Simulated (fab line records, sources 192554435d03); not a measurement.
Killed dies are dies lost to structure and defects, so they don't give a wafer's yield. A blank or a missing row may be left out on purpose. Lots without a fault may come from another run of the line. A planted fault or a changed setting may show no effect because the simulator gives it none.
Chamber matching | flow n5_finfet | N5_FIN_CUT_STRIP_24 on rie_diel-06: 4 sister chambers
The step strips in CF4. 18 wafers are shown with their chamber, then 9 later ones without.

WAFERS WITH THEIR CHAMBER
wafer  | chamber | showerhead_plenum_p_Torr (Torr) | drypump_motor_current_A (A) | throttle_valve_pct (%)
L075.1 | 1       | 1.73                            | 5.7                         | 13.45
L075.2 | 0       | 1.75                            | 4.9                         | 13.65
L075.6 | 3       | 1.73                            | 5.3                         | 13.76
L076.3 | 1       | 1.73                            | 5.7                         | 13.47
L076.4 | 3       | 1.73                            | 5.4                         | 13.77
L076.6 | 3       | 1.73                            | 5.3                         | 13.76
L080.2 | 2       | 1.86                            | 5.2                         | 13.61
L080.4 | 1       | 1.73                            | 5.7                         | 13.46
L080.5 | 2       | 1.86                            | 5.2                         | 13.60
L083.2 | 1       | 1.72                            | 5.7                         | 13.49
L083.3 | 3       | 1.72                            | 5.3                         | 13.79
L083.6 | 2       | 1.86                            | 5.2                         | 13.64
L086.2 | 3       | 1.72                            | 5.4                         | 13.81
L086.4 | 1       | 1.72                            | 5.6                         | 13.51
L086.5 | 3       | 1.72                            | 5.4                         | 13.82
L087.1 | 3       | 1.72                            | 5.4                         | 13.83
L087.2 | 2       | 1.85                            | 5.2                         | 13.66
L087.5 | 2       | 1.85                            | 5.2                         | 13.66

SIGNATURES (means of the wafers above)
reading                  | chamber 0 | chamber 1 | chamber 2 | chamber 3 | scatter within a chamber
showerhead_plenum_p_Torr | 1.7500    | 1.7260    | 1.8560    | 1.7243    | 0.00542
drypump_motor_current_A  | 4.900     | 5.680     | 5.200     | 5.357     | 0.0424
throttle_valve_pct       | 13.6500   | 13.4760   | 13.6340   | 13.7914   | 0.0274
Rule: a wafer's distance from a chamber is the root of the sum, over the readings, of the square of ((its reading less the chamber's mean) divided by the reading's scatter). The wafer belongs to the nearest chamber; if the next one is less than 2 further off, it can't be placed. The scatter: the root of (the sum of the squares of (reading less its chamber's mean) over the shown wafers, divided by (wafers less chambers)).

WAFERS WITHOUT THEIR CHAMBER
wafer  | showerhead_plenum_p_Torr (Torr) | drypump_motor_current_A (A) | throttle_valve_pct (%)
L089.2 | 1.72                            | 5.4                         | 13.83
L089.3 | 1.85                            | 5.3                         | 13.64
L089.5 | 1.72                            | 5.3                         | 13.84
L091.2 | 1.72                            | 5.6                         | 13.53
L091.5 | 1.72                            | 5.7                         | 13.54
L091.6 | 1.85                            | 5.2                         | 13.69
L096.2 | 1.72                            | 5.4                         | 13.87
L096.5 | 1.85                            | 5.2                         | 13.72
L096.6 | 1.72                            | 5.3                         | 13.88

WHICH CHAMBER EACH WENT THROUGH
wafer  | from the rows above | in truth
L089.2 | 3                   | 3
L089.3 | 2                   | 2
L089.5 | 3                   | 3
L091.2 | 1                   | 1
L091.5 | 1                   | 1
L091.6 | 2                   | 2
L096.2 | 3                   | 3
L096.5 | 2                   | 2
L096.6 | 3                   | 3
Placed correctly: 9 of 9. Can't be placed from these rows: 0. Placed wrongly: 0.
